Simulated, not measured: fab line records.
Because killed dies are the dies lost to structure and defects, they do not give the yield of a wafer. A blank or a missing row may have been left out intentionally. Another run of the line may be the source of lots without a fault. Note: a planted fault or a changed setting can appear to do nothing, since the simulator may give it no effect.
Split-lot experiment + flow n5Finfet + 21 wafers read across 7 lots, on a route 1938 steps long

## ON THE SPLIT
At N5_FIN_SAQP_COAT_68 (time 60 s, resist thk 100 nm), the setting spinRpm was moved away from the recipe's 1500 rpm on 3 of the 21 wafers read, by -4.9% to +8.0%. For the rest of the wafers, this setting stayed at what the recipe calls for.

The reading comes from the split's own step.

## THE READING
SOC_of_FIN_SAQP_COAT_68.thkNm (the simulator's own value, which no gauge read), in nm, at N5_FIN_SAQP_COAT_68 (time 60 s, resist thk 100 nm). No usual value for it is given in the file. Across the 18 wafers here that went through the recipe, the average is 100.2 nm and the standard deviation 0.28 nm.

| wafer  | tool, chamber at the split | spinRpm as run, rpm | against the recipe | SOC_of_FIN_SAQP_COAT_68.thkNm, nm | against lot-mates on the recipe |
|--------|----------------------------|---------------------|--------------------|-----------------------------------|---------------------------------|
| L077.3 | lithoTrack-01, 0           | 1500                | recipe             | 100.4                             | -                               |
| L077.5 | lithoTrack-01, 0           | 1500                | recipe             | 100.4                             | -                               |
| L077.6 | lithoTrack-01, 0           | 1500                | recipe             | 100.4                             | -                               |
| L081.3 | lithoTrack-04, 0           | 1446                | -3.6%              | 102.4                             | +2.2                            |
| L081.4 | lithoTrack-04, 0           | 1500                | recipe             | 100.2                             | -                               |
| L081.5 | lithoTrack-04, 0           | 1500                | recipe             | 100.2                             | -                               |
| L084.1 | lithoTrack-02, 0           | 1500                | recipe             | 99.8                              | -                               |
| L084.2 | lithoTrack-02, 0           | 1500                | recipe             | 99.8                              | -                               |
| L084.3 | lithoTrack-02, 0           | 1500                | recipe             | 99.6                              | -                               |
| L085.2 | lithoTrack-01, 0           | 1500                | recipe             | 100.2                             | -                               |
| L085.3 | lithoTrack-01, 0           | 1500                | recipe             | 100.2                             | -                               |
| L085.5 | lithoTrack-01, 0           | 1500                | recipe             | 100.4                             | -                               |
| L089.1 | lithoTrack-01, 0           | 1500                | recipe             | 100.4                             | -                               |
| L089.4 | lithoTrack-01, 0           | 1500                | recipe             | 100.6                             | -                               |
| L089.5 | lithoTrack-01, 0           | 1500                | recipe             | 100.6                             | -                               |
| L091.1 | lithoTrack-02, 0           | 1500                | recipe             | 100                               | -                               |
| L091.6 | lithoTrack-02, 0           | 1500                | recipe             | 100                               | -                               |
| L091.4 | lithoTrack-02, 0           | 1427                | -4.9%              | 102.6                             | +2.6                            |
| L094.2 | lithoTrack-04, 0           | 1500                | recipe             | 100                               | -                               |
| L094.4 | lithoTrack-04, 0           | 1620                | +8.0%              | 96.4                              | -3.5                            |
| L094.6 | lithoTrack-04, 0           | 1500                | recipe             | 99.8                              | -                               |

FIT RESULTS
A straight line over all 21 wafers: SOC_of_FIN_SAQP_COAT_68.thkNm changes by -0.497 nm for each +1% of spinRpm; r = -0.97; the points scatter about the line by 0.3 nm.
The same after taking each lot's own level away (the mean of its wafers on the recipe; 21 wafers): -0.482 nm for each +1%; r = -0.99; scatter 0.15 nm.
Per that fit: largest spinRpm move, reading shift of 3.9 nm.
Measured against the standard deviation above, the lots' own levels, which go from 99.73 to 100.53 nm, span 2.8 times it.
The two slopes agree, so the slope changes little with the lot-to-lot level.
Check: -4.48 nm against its lot-mates is what the line predicts for one of the wafers moved furthest among these (+8.0%) when that wafer is left out of the fit. It came out at -3.5 nm against them.

## FURTHER SPLITS ON THESE WAFERS
Other splits were also applied to these wafers ahead of the reading. Each is held against what the fit with the lots' levels taken away leaves over:
| other split on the same wafers | wafers away from the commonest value | r with SOC_of_FIN_SAQP_COAT_68.thkNm (lot level and that fit taken away) |
|--------------------------------|--------------------------------------|--------------------------------------------------------------------------|
| N5_ZERO_LAYER_COAT_05 spinRpm  | 7                                    | +0.17                                                                    |
| N5_ZERO_LAYER_EXPOSE_08 doseMj | 7                                    | -0.11                                                                    |
| N5_WELL_APT_EXPOSE_05 doseMj   | 9                                    | +0.06                                                                    |
| N5_WELL_APT_PEB_06 pebTimeS    | 9                                    | +0.09                                                                    |
| N5_FIN_SAQP_ETCH_65 timeS      | 10                                   | -0.03                                                                    |

## FILE'S OWN FIT
SOC_of_FIN_SAQP_COAT_68.thkNm changes by -0.483 nm for each +1% of spinRpm, r = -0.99.
